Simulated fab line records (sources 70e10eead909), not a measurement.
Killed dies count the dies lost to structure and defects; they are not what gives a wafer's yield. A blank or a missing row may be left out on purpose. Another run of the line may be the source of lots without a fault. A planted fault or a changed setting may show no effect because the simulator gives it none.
Which tool did it? ; flow nand-harc ; 12 lots, 36 wafers sampled, at 5 steps of a route of 1159

== WHAT THE GAUGES SHOWED, per wafer ==
NHARC_END_SORT_01. Usual: killed-at-array 28, standard deviation 10; killed-at-other 0.5, standard deviation 0.82; killed-at-periphery 3.4, standard deviation 2.2; killed-dies 31, standard deviation 10; killed-open 3.4, standard deviation 1.9; killed-short 1.9, standard deviation 1.3.
lot;measured;on;killed-at-array;killed-at-other;killed-at-periphery;killed-dies;killed-open;killed-short;flag
L705;day 20 03:33;prober-01;18 21 18;0 0 3;2 5 3;20 26 24;3 1 2;2 2 3;
L710;day 21 00:33;prober-01;23 27 30;0 0 0;4 5 5;27 32 35;3 5 4;2 1 2;
L709;day 21 10:34;prober-01;34 27 19;2 1 1;3 7 6;39 35 26;4 4 3;4 4 0;
L711;day 21 21:05;prober-02;18 18 11;0 0 0;4 0 2;22 18 13;4 5 3;2 1 3;
L713;day 21 21:49;prober-01;22 17 27;0 2 1;3 3 0;25 22 28;1 2 2;2 3 2;
L714;day 22 13:51;prober-02;25 20 32;0 0 1;8 6 6;33 26 39;1 4 6;1 1 0;
L718;day 22 11:24;prober-01;17 31 24;0 0 1;4 5 4;21 36 29;3 0 4;1 2 2;
L719;day 24 01:24;prober-01;35 674 39;3 1 3;1 2 1;39 677 43;3 6 1;1 0 2;OFF
L723;day 23 17:34;prober-01;48 675 676;0 0 0;4 2 1;52 677 677;3 2 1;2 1 4;OFF
L724;day 24 09:18;prober-01;16 13 14;0 0 0;2 1 2;18 14 16;2 1 1;3 4 1;
L726;day 24 22:44;prober-02;50 33 57;1 3 2;2 3 2;53 39 61;3 2 5;2 3 1;
L728;day 25 00:58;prober-01;28 46 39;2 0 2;5 1 3;35 47 44;6 2 5;3 3 1;

== WHAT TOOL EACH LOT RAN ON (gives the tool, then ch and the chambers of the sampled wafers, and finally the start) ==
lot;NHARC_A_CONTACT_CVD_19;NHARC_A_BLC_ETCH_17;NHARC_A_BLC_ETCH_18;NHARC_A_BLC_STRIP_29
L705;cvd-w-01 ch 1, day 17 19:13 or earlier;rie-diel-08 ch 0,3, day 17 19:13;rie-diel-08 ch 1,2, day 17 20:06 or earlier;rie-diel-04 ch 0,1, day 17 20:06
L710;cvd-w-01 ch 0,1, day 18 21:27 or earlier;rie-diel-04 ch 1,2, day 18 21:27;rie-diel-04 ch 0,2, day 18 22:29 or earlier;rie-diel-08 ch 0,1,2, day 18 22:29
L709;cvd-w-02 ch 0,1, day 19 07:16 or earlier;rie-diel-04 ch 0,1,3, day 19 07:16;rie-diel-04 ch 0,1, day 19 08:00 or earlier;rie-diel-04 ch 1,2, day 19 08:00
L711;cvd-w-01 ch 0,1, day 19 22:30 or earlier;rie-diel-04 ch 2,3, day 19 22:30;rie-diel-04 ch 0,3, day 19 23:23 or earlier;rie-diel-08 ch 0,2,3, day 19 23:23
L713;cvd-w-02 ch 0,1, day 20 01:42 or earlier;rie-diel-04 ch 0,3, day 20 01:42;rie-diel-04 ch 0,1, day 20 02:35 or earlier;rie-diel-04 ch 2,3, day 20 02:35
L714;cvd-w-02 ch 0,1, day 20 08:28 or earlier;rie-diel-08 ch 0,2, day 20 08:28;rie-diel-08 ch 0,2,3, day 20 09:08;rie-diel-04 ch 0,1,3, day 20 09:33
L718;cvd-w-01 ch 0,1, day 20 12:44 or earlier;rie-diel-08 ch 0,2, day 20 12:44;rie-diel-08 ch 0,2,3, day 20 13:42 or earlier;rie-diel-08 ch 0,3, day 20 13:42
L719;cvd-w-02 ch 0,1, day 21 16:52 or earlier;rie-diel-04 ch 0,2,3, day 21 16:52;rie-diel-04 ch 0,3, day 21 17:44 or earlier;rie-diel-04 ch 0,1, day 21 17:44
L723;cvd-w-01 ch 0,1, day 21 20:36 or earlier;rie-diel-04 ch 0,2, day 21 20:36;rie-diel-04 ch 1,3, day 21 21:26 or earlier;rie-diel-04 ch 0,2, day 21 21:26
L724;cvd-w-01 ch 0,1, day 22 02:35 or earlier;rie-diel-08 ch 0,2,3, day 22 02:35;rie-diel-08 ch 1,2,3, day 22 03:26 or earlier;rie-diel-08 ch 1,2,3, day 22 03:26
L726;cvd-w-01 ch 0,1, day 22 22:47 or earlier;rie-diel-08 ch 0,2, day 22 22:47;rie-diel-08 ch 0,3, day 22 23:38 or earlier;rie-diel-04 ch 0,1, day 22 23:38
L728;cvd-w-01 ch 0,1, day 23 01:14 or earlier;rie-diel-08 ch 1,2,3, day 23 01:14;rie-diel-08 ch 0,1,3, day 23 02:07 or earlier;rie-diel-04 ch 0,2,3, day 23 02:07
- NHARC_A_CONTACT_CVD_19: deposits W, target thk 300 nm, time 802 s.
- NHARC_A_BLC_ETCH_17: etches the open film in N2/H2, target depth 390 nm, time 609.38 s.
- NHARC_A_BLC_ETCH_18: etches the open film in C4F8/O2/Ar, target depth 910 nm.
- NHARC_A_BLC_STRIP_29: strips in CF4.

== WHAT THE TOOLS THEMSELVES READ (means of the sampled wafers that have a number; where no wafer has one, the mark that the record gives instead) ==
NHARC_A_CONTACT_CVD_19. Usual: chamber-pressure-Torr 39.99 Torr, standard deviation 0.086; heater-power-w 466 W, standard deviation 75; throttle-valve-pct 7.9 %, standard deviation 0.37.
lot;tool;chamber-pressure-Torr (Torr);heater-power-w (W);throttle-valve-pct (%);flag
L705;cvd-w-01;40.02;442;7.4;
L710;cvd-w-01;40.05;535;8.0;
L709;cvd-w-02;39.89;419;7.7;
L711;cvd-w-01;39.95;544;8.1;
L713;cvd-w-02;40.08;405;8.1;
L714;cvd-w-02;40.03;424;7.7;
L718;cvd-w-01;39.95;540;8.1;
L719;cvd-w-02;39.99;411;8.1;
L723;cvd-w-01;39.99;493;7.8;
L724;cvd-w-01;39.98;544;8.1;
L726;cvd-w-01;39.96;492;8.0;
L728;cvd-w-01;39.93;494;7.8;

NHARC_A_BLC_ETCH_17. Usual: drypump-motor-current-A 5.8 A, standard deviation 0.5; oes-product-au 0.997 a.u., standard deviation 0.0094; rf-vpp-V 430.5 V, standard deviation 2.4; showerhead-plenum-p-Torr 2.04 Torr, standard deviation 0.086; throttle-valve-pct 14.171 %, standard deviation 0.0086.
lot;tool;drypump-motor-current-A (A);oes-product-au (a.u.);rf-vpp-V (V);showerhead-plenum-p-Torr (Torr);throttle-valve-pct (%);flag
L705;rie-diel-08;5.9;0.989;432.3;2.12;14.177;
L710;rie-diel-04;5.5;0.996;430.1;2.04;14.179;
L709;rie-diel-04;6.1;1.009;427.2;1.94;14.170;
L711;rie-diel-04;5.8;1.003;431.1;2.04;14.156;
L713;rie-diel-04;6.4;0.999;427.9;1.94;14.171;
L714;rie-diel-08;5.4;0.993;431.6;2.10;14.178;
L718;rie-diel-08;5.7;0.989;431.5;2.06;14.165;
L719;rie-diel-04;6.0;0.935;429.5;1.99;14.174;OFF
L723;rie-diel-04;5.7;0.875;429.3;2.00;14.171;OFF
L724;rie-diel-08;5.7;0.996;432.5;2.10;14.170;
L726;rie-diel-08;5.7;1.006;430.7;2.06;14.167;
L728;rie-diel-08;5.7;1.000;431.9;2.11;14.177;

NHARC_A_BLC_ETCH_18. Usual: oes-product-au 0.951 a.u., standard deviation 0.025; rf-vpp-V 978 V, standard deviation 5.5.
lot;tool;oes-product-au (a.u.);rf-vpp-V (V);flag
L705;rie-diel-08;0.968;980;
L710;rie-diel-04;0.959;979;
L709;rie-diel-04;0.926;973;
L711;rie-diel-04;0.925;971;
L713;rie-diel-04;0.971;972;
L714;rie-diel-08;0.931;982;
L718;rie-diel-08;0.922;983;
L719;rie-diel-04;0.967;971;
L723;rie-diel-04;0.944;972;
L724;rie-diel-08;0.977;981;
L726;rie-diel-08;0.966;982;
L728;rie-diel-08;0.971;981;

NHARC_A_BLC_STRIP_29. Usual: drypump-motor-current-A 5.8 A, standard deviation 0.5; oes-product-au 0.997 a.u., standard deviation 0.011; rf-vpp-V 59.4 V, standard deviation 0.89; showerhead-plenum-p-Torr 1.77 Torr, standard deviation 0.071; throttle-valve-pct 13.284 %, standard deviation 0.0081.
lot;tool;drypump-motor-current-A (A);oes-product-au (a.u.);rf-vpp-V (V);showerhead-plenum-p-Torr (Torr);throttle-valve-pct (%);flag
L705;rie-diel-04;5.7;1.000;58.6;1.69;13.286;
L710;rie-diel-08;5.8;0.986;58.9;1.79;13.290;
L709;rie-diel-04;5.5;0.995;59.8;1.72;13.281;
L711;rie-diel-08;5.6;0.991;59.5;1.82;13.274;
L713;rie-diel-04;6.2;0.999;60.5;1.73;13.288;
L714;rie-diel-04;6.0;0.994;59.0;1.69;13.282;
L718;rie-diel-08;6.0;0.992;58.1;1.79;13.285;
L719;rie-diel-04;5.7;0.997;58.8;1.69;13.287;
L723;rie-diel-04;5.7;0.993;59.5;1.73;13.291;
L724;rie-diel-08;5.7;0.997;59.4;1.82;13.286;
L726;rie-diel-04;5.8;0.997;59.3;1.69;13.286;
L728;rie-diel-04;6.0;1.000;58.5;1.73;13.287;

== THE ANSWER, worked out from the rows above alone ==
Rule: a lot is off if the mean of its wafers that have a number lies more than 3 standard deviations from the usual mean. Also off: a lot with no number at a reading for which 4 or more lots have one. All remaining lots with rows at the step are treated as sound. First the gauges in route order, then the tools' own readings, where a lot's mean is used as printed above. At the first step where some lot is off, the reading lying furthest off is the one used; lots without a number count as furthest.
Off: L719, L723, at NHARC_END_SORT_01 (killed-at-array).
If a tool, at a process step before that reading, ran all the lots that are off and no sound lot after the first of them, it fits. The gauges at NHARC_END_SORT_01 aren't tried: what is off there is off at NHARC_A_BLC_ETCH_17 too, on other tools, and a gauge's error can't cause that. With no start given for some of its lots, NHARC_A_CONTACT_CVD_19 uses the hours and lot order of NHARC_A_BLC_ETCH_17. With no start given for some of its lots, NHARC_A_BLC_ETCH_18 uses the hours and lot order of NHARC_A_BLC_STRIP_29. One candidate fits, namely rie-diel-04 at NHARC_A_BLC_ETCH_17 and NHARC_A_BLC_ETCH_18. At NHARC_A_BLC_ETCH_17 its last sound lot is L713 (day 20 01:42), its first lot that is off L719 (day 21 16:52): a fault that began between those two fits.
On the lots that are off, the tool's own readings at NHARC_A_BLC_ETCH_17 differ by more than 5 times the standard deviation of the sound lots' means, which bears it out; oes-product-au reads 0.905 a.u. there versus 0.998 a.u. on the sound lots.

== WHAT THE SIMULATOR HAD PUT IN ==
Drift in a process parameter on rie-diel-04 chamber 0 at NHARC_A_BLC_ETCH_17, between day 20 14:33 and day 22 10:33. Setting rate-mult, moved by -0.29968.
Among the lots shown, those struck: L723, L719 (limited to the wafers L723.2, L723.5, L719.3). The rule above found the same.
